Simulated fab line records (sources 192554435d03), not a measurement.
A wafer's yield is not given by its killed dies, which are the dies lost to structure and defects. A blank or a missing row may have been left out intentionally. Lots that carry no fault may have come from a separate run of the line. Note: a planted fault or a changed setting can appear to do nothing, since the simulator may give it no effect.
Which tool was responsible? / flow n5-finfet / 11 lots, 33 wafers sampled, at 2 steps of a route of 1938

== WHAT EACH GAUGE READ, for each wafer ==
N5_BEOL_M15_RS_MEAS_54: the measuring method here is four-point-probe.
lot=L781; measured=day 10 15:05; on=film-metro-01; M15_RS (ohm/sq)=0.0216 0.0216 0.0214
lot=L784; measured=day 11 14:37; on=film-metro-02; M15_RS (ohm/sq)=0.0217 0.0219 0.0210
lot=L785; measured=day 12 07:53; on=film-metro-01; M15_RS (ohm/sq)=0.0214 0.0217 0.0221
lot=L782; measured=day 12 07:55; on=film-metro-01; M15_RS (ohm/sq)=0.0223 0.0222 0.0214
lot=L783; measured=day 12 19:42; on=film-metro-01; M15_RS (ohm/sq)=0.0213 0.0217 0.0215
lot=L788; measured=day 14 06:50; on=film-metro-01; M15_RS (ohm/sq)=0.0218 0.0213 0.0215
lot=L795; measured=day 15 10:57; on=film-metro-02; M15_RS (ohm/sq)=0.0218 0.0211 0.0217
lot=L797; measured=day 16 03:35; on=film-metro-02; M15_RS (ohm/sq)=0.0215 0.0222 0.0215
lot=L802; measured=day 17 11:01; on=film-metro-01; M15_RS (ohm/sq)=0.0212 0.0218 0.0216
lot=L803; measured=day 17 12:57; on=film-metro-01; M15_RS (ohm/sq)=0.0221 0.0214 0.0218
lot=L804; measured=day 17 13:13; on=film-metro-02; M15_RS (ohm/sq)=0.0219 0.0219 0.0215

== TOOL THAT RAN EACH LOT (tool first, then ch and the chambers of the sampled wafers, then the start) ==
lot=L781; N5_BEOL_M15_ANNEAL_48=rtp-anneal-01 ch 0, day 10 14:22
lot=L784; N5_BEOL_M15_ANNEAL_48=rtp-anneal-01 ch 0, day 11 13:40
lot=L785; N5_BEOL_M15_ANNEAL_48=rtp-anneal-01 ch 0, day 12 07:10
lot=L782; N5_BEOL_M15_ANNEAL_48=rtp-anneal-02 ch 0, day 12 07:17
lot=L783; N5_BEOL_M15_ANNEAL_48=rtp-anneal-01 ch 0, day 12 18:59
lot=L788; N5_BEOL_M15_ANNEAL_48=rtp-anneal-01 ch 0, day 14 06:09
lot=L795; N5_BEOL_M15_ANNEAL_48=rtp-anneal-01 ch 0, day 15 10:19
lot=L797; N5_BEOL_M15_ANNEAL_48=rtp-anneal-02 ch 0, day 16 02:51
lot=L802; N5_BEOL_M15_ANNEAL_48=rtp-anneal-02 ch 0, day 17 10:20
lot=L803; N5_BEOL_M15_ANNEAL_48=rtp-anneal-01 ch 0, day 17 12:14
lot=L804; N5_BEOL_M15_ANNEAL_48=rtp-anneal-01 ch 0, day 17 12:30
- N5_BEOL_M15_ANNEAL_48: time 90 s.

== THE ANSWER, worked out from the rows above alone ==
Rule: the lots themselves supply what counts as usual. The widest of any qualifying gaps counts: lots, ordered by their means at a reading, are off when they make up no more than a third of the lots, leave a main group of 4 or more, and stand apart from it by 3 or more times the standard deviation of that group's means. A main group whose means are all the same, to the digits that the tables above print for the reading, isn't used. A lot without any number at a reading at which 4 lots or more have one is off too. The other lots that the step has rows for count as sound.
No lot is off on any of the readings shown, so nothing can be concluded from this.

== WHAT WAS PUT IN BY THE SIMULATOR ==
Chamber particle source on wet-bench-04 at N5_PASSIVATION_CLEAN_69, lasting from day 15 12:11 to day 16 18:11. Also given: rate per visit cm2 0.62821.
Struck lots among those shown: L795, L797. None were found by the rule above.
